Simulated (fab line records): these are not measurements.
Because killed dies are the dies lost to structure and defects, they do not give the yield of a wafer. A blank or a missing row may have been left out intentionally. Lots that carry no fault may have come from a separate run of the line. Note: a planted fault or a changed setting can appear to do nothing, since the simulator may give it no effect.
fab line records ; flow n5_finfet
record: lots: 7; wafers: 21
route steps=1938 shown BEOL_M8@1362 BEOL_M9@1404 BEOL_M10@1470 BEOL_M11@1554 BEOL_M13@1662
start_h: start of the lot's first displayed wafer, in hours after the record's first day ; wait_h: hours since the lot's step before ; " the same as in the row above ; L1.1+2: a row that stands for several wafers ; - no value present, or no start provided ; * or withheld: withheld ; < > ~ a bound
route shown NAME@n: a module of which the file shows steps, and the number in the route of the first ; usual: the fault-free wafers' mean and standard deviation ; same: alike in all rows ; chamber/n: place in a boat ; sites: each site's reading ; _std_site: the values' standard deviation ; _edge_site: the outer-site mean with the inner-site mean subtracted ; radius_mm: how far each site lies from the wafer's centre ; mask NAME#n: copy n ; behind: the most recent tool/chamber to have shaped the wafer ; hold: why the lot was held/for how many hours/how that ended ; device: transistor that didn't switch, given as n, p or np ; end of line: at the end of the route, the tests of the same wafers ; step lacking rows: just its recipe ; killed: dies that structure and defects cost at the first sort, which is not the same as the wafer's yield ; map: a wafer's dies, marking killed ones x, the rest . and places with no die _
set.NAME: the run value of the setting; set.NAME@STEP: its run value at that earlier step ; model.NAME: the simulator's own value behind a step, which no gauge read
one table per step and one row per wafer, for lots whose settings were changed on purpose
== steps ==
step: N5_BEOL_M8_EXPOSE_25
recipe: mask_id: V7; na: 0.33; source_shape: annular; sigma_inner: 0.4; sigma_outer: 0.8; polarization: unpolarized; target_cd_nm: 40; dose_mj: 42.5
lot.wafer;tool;chamber;start_h;wait_h;mask;set.dose_mj
L080.1+2;euv_scanner-01;0;233.72;-;V7#0;42.5
L080.5;euv_scanner-01;0;233.72;-;V7#0;43.83
L081.1+3+4;euv_scanner-02;0;233.88;-;V7#0;42.5
L091.2+5+6;euv_scanner-02;0;295.71;-;V7#0;42.5
L090.1+5;euv_scanner-02;0;295.74;-;V7#0;40.11
L090.6;euv_scanner-02;0;295.74;-;V7#0;42.5
L093.2+5;euv_scanner-01;0;315.12;-;V7#0;44.94
L093.6;euv_scanner-01;0;315.12;-;V7#0;42.5
L097.2+4;euv_scanner-01;0;335.83;-;V7#0;41.57
L097.6;euv_scanner-01;0;335.83;-;V7#0;42.5
L096.1+3;euv_scanner-01;0;335.87;-;V7#0;45.43
L096.2;euv_scanner-01;0;335.87;-;V7#0;42.5
step: N5_BEOL_M8_PEB_26
recipe: peb_temp_c: 100; peb_time_s: 60; resist: CAR-EUV
step: N5_BEOL_M8_DEVELOP_27
recipe: develop_time_s: 30; developer: TMAH; resist: CAR-EUV; rinse_liquid: surfactant_rinse; dry: air_spin; dev_temp_c: 23
step: N5_BEOL_M8_CD_MEAS_28
recipe: target_cd_nm: 40; landing_energy_ev: 500; detector: se_inlens
usual: cd_nm: 40.06/0.24
lot.wafer;tool;chamber;start_h;wait_h;set.dose_mj@BEOL_M8_EXPOSE_25;cd_nm
L080.1;cd_sem-02;0;233.85;-;42.5;39.59
L080.2;cd_sem-02;0;233.85;-;42.5;39.76
L080.5;cd_sem-02;0;233.85;-;43.83;40.69
L081.1;cd_sem-03;0;234.02;-;42.5;39.69
L081.3;cd_sem-03;0;234.02;-;42.5;39.63
L081.4;cd_sem-03;0;234.02;-;42.5;40.22
L091.2;cd_sem-02;0;295.84;-;42.5;40.15
L091.5;cd_sem-02;0;295.84;-;42.5;40.30
L091.6;cd_sem-02;0;295.84;-;42.5;40.06
L090.1;cd_sem-01;0;295.88;-;40.11;38.37
L090.5;cd_sem-01;0;295.88;-;40.11;38.25
L090.6;cd_sem-01;0;295.88;-;42.5;40.00
L093.2;cd_sem-01;0;315.25;-;44.94;41.32
L093.5;cd_sem-01;0;315.25;-;44.94;41.34
L093.6;cd_sem-01;0;315.25;-;42.5;40.14
L097.2;cd_sem-02;0;335.96;-;41.57;39.69
L097.4;cd_sem-02;0;335.96;-;41.57;39.88
L097.6;cd_sem-02;0;335.96;-;42.5;40.12
L096.1;cd_sem-01;0;336.00;-;45.43;41.41
L096.2;cd_sem-01;0;336.00;-;42.5;39.82
L096.3;cd_sem-01;0;336.00;-;45.43;41.23
step: N5_BEOL_M8_DESCUM_33
recipe: chemistry: O2; time_s: 7; source_power_w: 50; bias_power_w: 20; pressure_mtorr: 20; rf_frequency_hz: 2.712e+07; temp_c: 40; resist: CAR-EUV; o2_flow_sccm: 225
lot.wafer;tool;chamber;start_h;wait_h;set.dose_mj@BEOL_M8_EXPOSE_25;model.BEOL_M8.cd_nm
L080.1;rie_diel-01;3;234.48;0.5;42.5;39.8
L080.2;rie_diel-01;0;234.48;0.5;42.5;39.4
L080.5;rie_diel-01;2;234.48;0.5;43.83;40.4
L081.1;rie_diel-03;1;234.84;0.7;42.5;39.8
L081.3;rie_diel-03;0;234.84;0.7;42.5;39.6
L081.4;rie_diel-03;2;234.84;0.7;42.5;40.2
L091.2;rie_diel-04;2;296.83;0.9;42.5;40
L091.5;rie_diel-04;0;296.83;0.9;42.5;40.4
L091.6;rie_diel-04;1;296.83;0.9;42.5;40.2
L090.1;rie_diel-01;1;296.96;1.0;40.11;38.4
L090.5;rie_diel-01;0;296.96;1.0;40.11;38
L090.6;rie_diel-01;1;296.96;1.0;42.5;39.8
L093.2+5;rie_diel-03;0,2;315.37;0.0;44.94;41.4
L093.6;rie_diel-03;1;315.37;0.0;42.5;40
L097.2;rie_diel-01;1;336.18;0.1;41.57;39.8
L097.4;rie_diel-01;2;336.18;0.1;41.57;39.6
L097.6;rie_diel-01;1;336.18;0.1;42.5;40.2
L096.1+3;rie_diel-04;3,2;336.26;0.2;45.43;41.2
L096.2;rie_diel-04;0;336.26;0.2;42.5;40
step: N5_BEOL_M8_ETCH_72
recipe: chemistry: N2/H2; target: underlayer; target_depth_a: 65; mask_material: CAR-EUV; time_s: 5.2; ion_energy_ev: 200; pressure_mtorr: 30; source_w: 840; bias_w: 150; n2_flow_sccm: 200; h2_flow_sccm: 200; ends: cleared
lot.wafer;tool;chamber;start_h;wait_h;set.spin_rpm@BEOL_M8_COAT_71;model.etch.depth_nm
L080.1;rie_diel-01;3;234.51;0.0;1434;5.139
L080.2;rie_diel-01;0;234.51;0.0;1434;5.127
L080.5;rie_diel-01;2;234.51;0.0;1500;5.005
L081.1;rie_diel-03;1;234.87;0.0;1500;5.018
L081.3;rie_diel-03;0;234.87;0.0;1354;5.271
L081.4;rie_diel-03;2;234.87;0.0;1354;5.266
L091.2;rie_diel-04;2;296.86;0.0;1500;4.99
L091.5;rie_diel-04;0;296.86;0.0;1500;4.997
L091.6;rie_diel-04;1;296.86;0.0;1500;4.992
L090.1+6;rie_diel-01;1;297.00;0.0;1500;5.014
L090.5;rie_diel-01;0;297.00;0.0;1500;5.015
L093.2;rie_diel-03;0;315.41;0.0;1500;5.012
L093.5;rie_diel-03;2;315.41;0.0;1659;4.758
L093.6;rie_diel-03;1;315.41;0.0;1500;4.984
L097.2;rie_diel-01;1;336.21;0.0;1500;5.003
L097.4;rie_diel-01;2;336.21;0.0;1666;4.747
L097.6;rie_diel-01;1;336.21;0.0;1666;4.76
L096.1;rie_diel-04;3;336.30;0.0;1389;5.205
L096.2;rie_diel-04;0;336.30;0.0;1389;5.197
L096.3;rie_diel-04;2;336.30;0.0;1389;5.193
step: N5_BEOL_M8_ETCH_65
recipe: chemistry: CF4; target: SiARC; target_depth_a: 156; mask_material: CAR-EUV; time_s: 26; ion_energy_ev: 80; pressure_mtorr: 40; source_w: 545; bias_w: 36; Ar_flow_sccm: 100; cf4_flow_sccm: 100; ends: cleared
lot.wafer;tool;chamber;start_h;wait_h;set.dose_mj@BEOL_M8_EXPOSE_25;model.BEOL_M8.cd_nm
L080.1;rie_diel-01;3;234.53;0.0;42.5;39.4
L080.2;rie_diel-01;0;234.53;0.0;42.5;39.6
L080.5;rie_diel-01;2;234.53;0.0;43.83;40.8
L081.1;rie_diel-03;1;234.89;0.0;42.5;39.6
L081.3;rie_diel-03;0;234.89;0.0;42.5;39.8
L081.4;rie_diel-03;2;234.89;0.0;42.5;40
L091.2;rie_diel-04;2;296.88;0.0;42.5;39.8
L091.5;rie_diel-04;0;296.88;0.0;42.5;40.4
L091.6;rie_diel-04;1;296.88;0.0;42.5;40.2
L090.1+5;rie_diel-01;1,0;297.01;0.0;40.11;38.4
L090.6;rie_diel-01;1;297.01;0.0;42.5;39.8
L093.2+5;rie_diel-03;0,2;315.42;0.0;44.94;41.2
L093.6;rie_diel-03;1;315.42;0.0;42.5;40
L097.2+4;rie_diel-01;1,2;336.23;0.0;41.57;39.8
L097.6;rie_diel-01;1;336.23;0.0;42.5;40
L096.1;rie_diel-04;3;336.32;0.0;45.43;41.2
L096.2;rie_diel-04;0;336.32;0.0;42.5;40.2
L096.3;rie_diel-04;2;336.32;0.0;45.43;41
step: N5_BEOL_M8_ETCH_66
recipe: chemistry: N2/H2; target: SOC; target_depth_a: 800; overetch_a: 160; mask_material: SiARC; temp_c: 40; time_s: 120; ion_energy_ev: 200; pressure_mtorr: 30; source_w: 840; bias_w: 150; n2_flow_sccm: 200; h2_flow_sccm: 200
lot.wafer;tool;chamber;start_h;wait_h;set.dose_mj@BEOL_M8_EXPOSE_25;model.BEOL_M8.cd_nm
L080.1+2;rie_diel-01;3,0;234.56;0.0;42.5;39.4
L080.5;rie_diel-01;2;234.56;0.0;43.83;41
L081.1+4;rie_diel-03;1,2;234.92;0.0;42.5;39.6
L081.3;rie_diel-03;0;234.92;0.0;42.5;39.2
L091.2+6;rie_diel-04;2,1;296.91;0.0;42.5;40.2
L091.5;rie_diel-04;0;296.91;0.0;42.5;40.4
L090.1;rie_diel-01;1;297.04;0.0;40.11;38.2
L090.5;rie_diel-01;0;297.04;0.0;40.11;38
L090.6;rie_diel-01;1;297.04;0.0;42.5;39.6
L093.2;rie_diel-03;0;315.45;0.0;44.94;41
L093.5;rie_diel-03;2;315.45;0.0;44.94;41.4
L093.6;rie_diel-03;1;315.45;0.0;42.5;40
L097.2;rie_diel-01;1;336.26;0.0;41.57;39.8
L097.4;rie_diel-01;2;336.26;0.0;41.57;40
L097.6;rie_diel-01;1;336.26;0.0;42.5;40
L096.1+3;rie_diel-04;3,2;336.34;0.0;45.43;41.2
L096.2;rie_diel-04;0;336.34;0.0;42.5;40.2
step: N5_BEOL_M9_PECVD_70
recipe: material: SiO2; target_thk_a: 200; temp_c: 400; precursor: TEOS/O2; pressure_torr: 5.5; rf_w: 450; teos_flow_sccm: 53.8; gas: O2; flow_sccm: 3000; time_s: 22.7
lot.wafer;tool;chamber;start_h;wait_h;set.time_s;model.SiO2_of_BEOL_M9_PECVD_70.thk_nm
L080.1;pecvd-03;2;238.83;0.0;23.69;20.4
L080.2;pecvd-03;1;238.83;0.0;23.69;21
L080.5;pecvd-03;1;238.83;0.0;23.69;21.4
L081.1;pecvd-03;1;239.07;0.0;20.04;18.2
L081.3;pecvd-03;0;239.07;0.0;22.7;20
L081.4;pecvd-03;0;239.07;0.0;22.7;20.6
L091.2+5;pecvd-02;0;301.49;0.0;22.7;20
L091.6;pecvd-02;1;301.49;0.0;22.7;20.8
L090.1+6;pecvd-03;1,0;302.00;0.0;21.2;19
L090.5;pecvd-03;2;302.00;0.0;22.7;20
L093.2;pecvd-01;2;318.66;0.0;22.7;19.4
L093.5;pecvd-01;2;318.66;0.0;22.7;19.8
L093.6;pecvd-01;1;318.66;0.0;22.7;19.6
L096.1;pecvd-02;2;340.74;0.0;22.7;19.8
L096.2;pecvd-02;1;340.74;0.0;21.06;18.6
L096.3;pecvd-02;0;340.74;0.0;21.06;18.4
L097.2;pecvd-02;2;341.20;0.0;22.7;19.8
L097.4+6;pecvd-02;0,2;341.20;0.0;20.19;18
step: N5_BEOL_M9_COAT_05
recipe: resist: CAR-ArF; spin_rpm: 1500; resist_thk_nm: 90
lot.wafer;tool;chamber;start_h;wait_h;set.spin_rpm;model.CAR-ArF_of_BEOL_M9_COAT_05.thk_nm
L080.1;litho_track-04;0;-;-;1500;90
L080.2+5;litho_track-04;0;-;-;1446;91.8
L081.1;litho_track-05;0;-;-;1500;89.8
L081.3;litho_track-05;0;-;-;1446;91.6
L081.4;litho_track-05;0;-;-;1500;90.2
L091.2;litho_track-02;0;-;-;1500;89.6
L091.5+6;litho_track-02;0;-;-;1500;90
L090.1;litho_track-02;0;-;-;1500;90.6
L090.5;litho_track-02;0;-;-;1500;90.4
L090.6;litho_track-02;0;-;-;1433;92.4
L093.2+6;litho_track-02;0;-;-;1608;87.4
L093.5;litho_track-02;0;-;-;1500;90.4
L096.1;litho_track-04;0;-;-;1372;94.2
L096.2;litho_track-04;0;-;-;1372;93.8
L096.3;litho_track-04;0;-;-;1500;89.8
L097.2+4;litho_track-04;0;-;-;1500;89.4
L097.6;litho_track-04;0;-;-;1500;89.6
step: N5_BEOL_M10_ILD_DEP_00
recipe: material: SiCOH_lowk; target_thk_a: 3085.1; temp_c: 300; precursor: DEMS/porogen; pressure_torr: 5; rf_w: 500; time_s: 58
lot.wafer;tool;chamber;start_h;wait_h;set.time_s;model.SiCOH_lowk_of_BEOL_M10_ILD_DEP_00.thk_nm
L080.1;pecvd-04;2;245.47;0.0;58;298.4
L080.2;pecvd-04;1;245.47;0.0;58;309.4
L080.5;pecvd-04;1;245.47;0.0;49.51;266.2
L081.1;pecvd-03;2;245.65;0.0;58;309.4
L081.3;pecvd-03;1;245.65;0.0;58;310
L081.4;pecvd-03;1;245.65;0.0;53.42;292.4
L091.2;pecvd-03;2;308.78;0.0;58;308.8
L091.5;pecvd-03;1;308.78;0.0;58;316.8
L091.6;pecvd-03;2;308.78;0.0;58;309.6
L090.1;pecvd-01;0;309.08;0.0;58;297.2
L090.5;pecvd-01;2;309.08;0.0;58;305.2
L090.6;pecvd-01;0;309.08;0.0;58;303.4
L093.2;pecvd-04;2;326.45;0.0;58;306.6
L093.5;pecvd-04;2;326.45;0.0;53.61;292
L093.6;pecvd-04;0;326.45;0.0;53.61;291.8
L096.1;pecvd-03;1;349.96;0.0;62.11;333.2
L096.2;pecvd-03;0;349.96;0.0;62.11;320.6
L096.3;pecvd-03;2;349.96;0.0;58;304.6
L097.2;pecvd-03;1;350.37;0.0;58;315
L097.4;pecvd-03;2;350.37;0.0;49.87;271.6
L097.6;pecvd-03;0;350.37;0.0;58;305.8
step: N5_BEOL_M10_CURE_71
recipe: temp_c: 385; time_s: 240; ambient: He/Ar; material: SiCOH_lowk
lot.wafer;tool;chamber;start_h;wait_h;set.time_s@BEOL_M10_ILD_DEP_00;model.SiCOH_lowk_of_BEOL_M10_ILD_DEP_00.thk_nm
L080.1;uv_cure-02;2;245.54;0.0;58;259
L080.2;uv_cure-02;2;245.54;0.0;58;268.8
L080.5;uv_cure-02;2;245.54;0.0;49.51;230.8
L081.1;uv_cure-03;1;245.93;0.3;58;268.8
L081.3;uv_cure-03;1;245.93;0.3;58;269.4
L081.4;uv_cure-03;1;245.93;0.3;53.42;253.8
L091.2;uv_cure-03;1;308.94;0.1;58;268.2
L091.5;uv_cure-03;1;308.94;0.1;58;275.4
L091.6;uv_cure-03;1;308.94;0.1;58;268.8
L090.1;uv_cure-01;2;309.16;0.0;58;258
L090.5;uv_cure-01;2;309.16;0.0;58;265
L090.6;uv_cure-01;2;309.16;0.0;58;263.4
L093.2;uv_cure-02;2;326.61;0.1;58;266.4
L093.5;uv_cure-02;2;326.61;0.1;53.61;253.6
L093.6;uv_cure-02;2;326.61;0.1;53.61;253.2
L096.1;uv_cure-03;1;350.04;0.0;62.11;289.8
L096.2;uv_cure-03;1;350.04;0.0;62.11;278.8
L096.3;uv_cure-03;1;350.04;0.0;58;264.4
L097.2;uv_cure-02;1;350.53;0.1;58;273.6
L097.4;uv_cure-02;1;350.53;0.1;49.87;235.4
L097.6;uv_cure-02;1;350.53;0.1;58;265.6
step: N5_BEOL_M10_THK_MEAS_01
recipe: reads: SiCOH_lowk_of_BEOL_M10_ILD_DEP_00
usual: M10_ILD_THK: 268/4.6
lot.wafer;tool;chamber;start_h;wait_h;set.time_s@BEOL_M10_ILD_DEP_00;M10_ILD_THK[nm]
L080.1;film_metro-01;-;246.06;0.4;58;259
L080.2;film_metro-01;-;246.06;0.4;58;269
L080.5;film_metro-01;-;246.06;0.4;49.51;231
L081.1;film_metro-02;-;246.44;0.4;58;269
L081.3;film_metro-02;-;246.44;0.4;58;269
L081.4;film_metro-02;-;246.44;0.4;53.42;254
L091.2;film_metro-02;-;309.37;0.4;58;269
L091.5;film_metro-02;-;309.37;0.4;58;276
L091.6;film_metro-02;-;309.37;0.4;58;269
L090.1;film_metro-02;-;309.67;0.4;58;258
L090.5;film_metro-02;-;309.67;0.4;58;265
L090.6;film_metro-02;-;309.67;0.4;58;263
L093.2;film_metro-01;-;327.04;0.4;58;266
L093.5;film_metro-01;-;327.04;0.4;53.61;254
L093.6;film_metro-01;-;327.04;0.4;53.61;253
L096.1;film_metro-01;-;350.56;0.4;62.11;290
L096.2;film_metro-01;-;350.56;0.4;62.11;279
L096.3;film_metro-01;-;350.56;0.4;58;265
L097.2;film_metro-02;-;350.96;0.4;58;274
L097.4;film_metro-02;-;350.96;0.4;49.87;235
L097.6;film_metro-02;-;350.96;0.4;58;265
step: N5_BEOL_M10_PECVD_70
recipe: material: SiO2; target_thk_a: 200; temp_c: 400; precursor: TEOS/O2; pressure_torr: 5.5; rf_w: 450; teos_flow_sccm: 53.8; gas: O2; flow_sccm: 3000; time_s: 22.7
lot.wafer;tool;chamber;start_h;wait_h;set.temp_c;model.SiO2_of_BEOL_M10_PECVD_70.thk_nm
L080.1;pecvd-04;1;246.09;0.0;400;20.4
L080.2;pecvd-04;2;246.09;0.0;400;20.2
L080.5;pecvd-04;1;246.09;0.0;400;20.6
L081.1+3;pecvd-04;2,0;246.48;0.0;400;20.2
L081.4;pecvd-04;0;246.48;0.0;400;20.4
L091.2;pecvd-03;2;309.41;0.0;400;19.8
L091.5;pecvd-03;1;309.41;0.0;400;19.4
L091.6;pecvd-03;2;309.41;0.0;400;20
L090.1;pecvd-04;2;309.71;0.0;410.9;18.8
L090.5;pecvd-04;2;309.71;0.0;400;20.6
L090.6;pecvd-04;0;309.71;0.0;400;20.8
L093.2;pecvd-04;1;327.08;0.0;384.4;22.4
L093.5;pecvd-04;1;327.08;0.0;384.4;22.8
L093.6;pecvd-04;0;327.08;0.0;400;21
L096.1;pecvd-01;2;350.59;0.0;416.8;18
L096.2;pecvd-01;0;350.59;0.0;400;19.8
L096.3;pecvd-01;1;350.59;0.0;416.8;17.8
L097.2+4;pecvd-03;0,1;351.04;0.1;400;19.6
L097.6;pecvd-03;2;351.04;0.1;400;20
step: N5_BEOL_M11_ETCH_62
recipe: chemistry: N2/H2; target: SOC; target_depth_a: 1100; overetch_a: 220; mask_material: SiARC; temp_c: 40; time_s: 165; ion_energy_ev: 200; pressure_mtorr: 30; source_w: 840; bias_w: 150; n2_flow_sccm: 200; h2_flow_sccm: 200
usual: rf_vpp_V: 523.8/2.7
lot.wafer;tool;chamber;start_h;wait_h;set.bias_w;rf_vpp_V;model.SiARC_of_BEOL_M11_COAT_60.thk_nm
L080.1;rie_diel-02;2;257.05;0.0;150;522.7;24
L080.2;rie_diel-02;1;257.05;0.0;150;519.5;23.6
L080.5;rie_diel-02;0;257.05;0.0;150;522.1;23.2
L081.1;rie_diel-06;3;257.14;0.0;150;516.6;23.8
L081.3;rie_diel-06;0;257.14;0.0;150;525.8;23.4
L081.4;rie_diel-06;3;257.14;0.0;150;517.1;23.6
L091.2;rie_diel-02;3;322.53;0.0;150;525.8;23.8
L091.5;rie_diel-02;1;322.53;0.0;150;521.1;23.8
L091.6;rie_diel-02;0;322.53;0.0;150;521.9;23.4
L090.1;rie_diel-06;1;322.62;0.0;125.8;467.1;25.4
L090.5;rie_diel-06;0;322.62;0.0;125.8;469.8;24.8
L090.6;rie_diel-06;1;322.62;0.0;125.8;468.5;25.4
L093.2;rie_diel-06;2;337.96;0.0;150;525.8;23.2
L093.5;rie_diel-06;1;337.96;0.0;150;521.8;23.8
L093.6;rie_diel-06;0;337.96;0.0;150;523.9;23.4
L096.1;rie_diel-02;0;359.21;0.0;150;523.9;23.2
L096.2;rie_diel-02;3;359.21;0.0;127.5;473.7;25.2
L096.3;rie_diel-02;1;359.21;0.0;150;519.5;23.8
L097.2;rie_diel-06;3;362.04;0.0;130.5;473.4;24.6
L097.4;rie_diel-06;0;362.04;0.0;150;524.3;23.2
L097.6;rie_diel-06;3;362.04;0.0;150;517.8;23.4
step: N5_BEOL_M11_PEB_26
recipe: peb_temp_c: withheld; peb_time_s: 60; resist: CAR-ArF
lot.wafer;tool;chamber;start_h;wait_h;set.peb_time_s
L081.1+3;litho_track-03;0;258.97;0.1;60
L081.4;litho_track-03;0;258.97;0.1;66.63
L080.1;litho_track-03;0;259.23;0.1;60
L080.2+5;litho_track-03;0;259.23;0.1;53
L091.2+5+6;litho_track-03;0;324.33;0.1;60
L090.1;litho_track-05;0;324.50;0.1;68.13
L090.5+6;litho_track-05;0;324.50;0.1;60
L093.2+5;litho_track-03;0;338.87;0.1;67.27
L093.6;litho_track-03;0;338.87;0.1;60
L096.1;litho_track-05;0;360.47;0.1;60
L096.2+3;litho_track-05;0;360.47;0.1;69.85
L097.2+4+6;litho_track-02;0;364.28;0.1;60
step: N5_BEOL_M11_DEVELOP_27
recipe: develop_time_s: 30; developer: TMAH; resist: CAR-ArF; rinse_liquid: diw; dry: air_spin; dev_temp_c: 23
step: N5_BEOL_M11_CD_MEAS_28
recipe: target_cd_nm: 70; landing_energy_ev: 500; detector: se_inlens; polarity: opening
usual: cd_nm: 70.3/1.1
lot.wafer;tool;chamber;start_h;wait_h;set.peb_time_s@BEOL_M11_PEB_26;cd_nm
L081.1;cd_sem-03;0;259.03;-;60;68.9
L081.3;cd_sem-03;0;259.03;-;60;69.3
L081.4;cd_sem-03;0;259.03;-;66.63;74.5
L080.1;cd_sem-02;0;259.30;-;60;70.5
L080.2;cd_sem-02;0;259.30;-;53;64.1
L080.5;cd_sem-02;0;259.30;-;53;65.4
L091.2;cd_sem-03;0;324.40;-;60;68.5
L091.5;cd_sem-03;0;324.40;-;60;70.4
L091.6;cd_sem-03;0;324.40;-;60;70.5
L090.1;cd_sem-03;0;324.57;-;68.13;74.6
L090.5;cd_sem-03;0;324.57;-;60;68.5
L090.6;cd_sem-03;0;324.57;-;60;69.6
L093.2;cd_sem-01;0;338.94;-;67.27;76.0
L093.5;cd_sem-01;0;338.94;-;67.27;74.3
L093.6;cd_sem-01;0;338.94;-;60;68.1
L096.1;cd_sem-02;0;360.54;-;60;68.4
L096.2;cd_sem-02;0;360.54;-;69.85;76.6
L096.3;cd_sem-02;0;360.54;-;69.85;77.1
L097.2;cd_sem-01;0;364.35;-;60;69.7
L097.4;cd_sem-01;0;364.35;-;60;69.3
L097.6;cd_sem-01;0;364.35;-;60;67.4
step: N5_BEOL_M13_COAT_04
recipe: spin_rpm: 1625; resist_thk_nm: 400
lot.wafer;tool;chamber;start_h;wait_h;set.spin_rpm;model.coat_of_BEOL_M13_COAT_04.thk_nm
L081.1;litho_track-05;0;-;-;1756;387
L081.3;litho_track-05;0;-;-;1625;400.8
L081.4;litho_track-05;0;-;-;1625;401.2
L080.1;litho_track-03;0;-;-;1625;399.2
L080.2;litho_track-03;0;-;-;1625;400
L080.5;litho_track-03;0;-;-;1625;399.4
L091.2;litho_track-05;0;-;-;1625;399
L091.5;litho_track-05;0;-;-;1625;399.8
L091.6;litho_track-05;0;-;-;1625;400.2
L090.1;litho_track-01;0;-;-;1625;401
L090.5;litho_track-01;0;-;-;1489;418.8
L090.6;litho_track-01;0;-;-;1489;417.8
L093.2;litho_track-01;0;-;-;1625;399.6
L093.5;litho_track-01;0;-;-;1625;399
L093.6;litho_track-01;0;-;-;1625;399.8
L096.1;litho_track-03;0;-;-;1625;398
L096.2;litho_track-03;0;-;-;1625;400.2
L096.3;litho_track-03;0;-;-;1625;399.4
L097.2;litho_track-01;0;-;-;1552;408.8
L097.4;litho_track-01;0;-;-;1625;399.6
L097.6;litho_track-01;0;-;-;1552;408.2
== key ==
split: step: N5_BEOL_M8_EXPOSE_25; setting: dose_mj; stated: 42.5; by: wafer
response: step: N5_BEOL_M8_CD_MEAS_28; reading: cd_nm; change: +0.242; per: 1%; r: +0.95
response: step: N5_BEOL_M8_DESCUM_33; reading: model.BEOL_M8.cd_nm; change: +0.228; per: 1%; r: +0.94
response: step: N5_BEOL_M8_ETCH_65; reading: model.BEOL_M8.cd_nm; change: +0.201; per: 1%; r: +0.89
response: step: N5_BEOL_M8_ETCH_66; reading: model.BEOL_M8.cd_nm; change: +0.217; per: 1%; r: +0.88
split: step: N5_BEOL_M9_PECVD_70; setting: time_s; stated: 22.7; by: wafer
response: step: N5_BEOL_M9_PECVD_70; reading: model.SiO2_of_BEOL_M9_PECVD_70.thk_nm; change: +0.17; per: 1%; r: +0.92
split: step: N5_BEOL_M9_COAT_05; setting: spin_rpm; stated: 1500; by: wafer
response: step: N5_BEOL_M9_COAT_05; reading: model.CAR-ArF_of_BEOL_M9_COAT_05.thk_nm; change: -0.458; per: 1%; r: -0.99
split: step: N5_BEOL_M10_ILD_DEP_00; setting: time_s; stated: 58; by: wafer
response: step: N5_BEOL_M10_ILD_DEP_00; reading: model.SiCOH_lowk_of_BEOL_M10_ILD_DEP_00.thk_nm; change: +2.59; per: 1%; r: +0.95
response: step: N5_BEOL_M10_CURE_71; reading: model.SiCOH_lowk_of_BEOL_M10_ILD_DEP_00.thk_nm; change: +2.28; per: 1%; r: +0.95
response: step: N5_BEOL_M10_THK_MEAS_01; reading: M10_ILD_THK; change: +2.29; per: 1%; r: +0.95
split: step: N5_BEOL_M10_PECVD_70; setting: temp_c; stated: 400; by: wafer
response: step: N5_BEOL_M10_PECVD_70; reading: model.SiO2_of_BEOL_M10_PECVD_70.thk_nm; change: -0.482; per: 1%; r: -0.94
split: step: N5_BEOL_M11_ETCH_62; setting: bias_w; stated: 150; by: wafer
response: step: N5_BEOL_M11_ETCH_62; reading: rf_vpp_V; change: +3.4; per: 1%; r: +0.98
response: step: N5_BEOL_M11_ETCH_62; reading: model.SiARC_of_BEOL_M11_COAT_60.thk_nm; change: -0.108; per: 1%; r: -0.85
split: step: N5_BEOL_M11_PEB_26; setting: peb_time_s; stated: 60; by: wafer
response: step: N5_BEOL_M11_CD_MEAS_28; reading: cd_nm; change: +0.495; per: 1%; r: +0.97
split: step: N5_BEOL_M13_COAT_04; setting: spin_rpm; stated: 1625; by: wafer
response: step: N5_BEOL_M13_COAT_04; reading: model.coat_of_BEOL_M13_COAT_04.thk_nm; change: -1.92; per: 1%; r: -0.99
split outside_this_file step=N5_BEOL_M8_COAT_71 setting=spin_rpm
split outside_this_file: this setting was split too, and the file shows its column; the key of that split is in another file
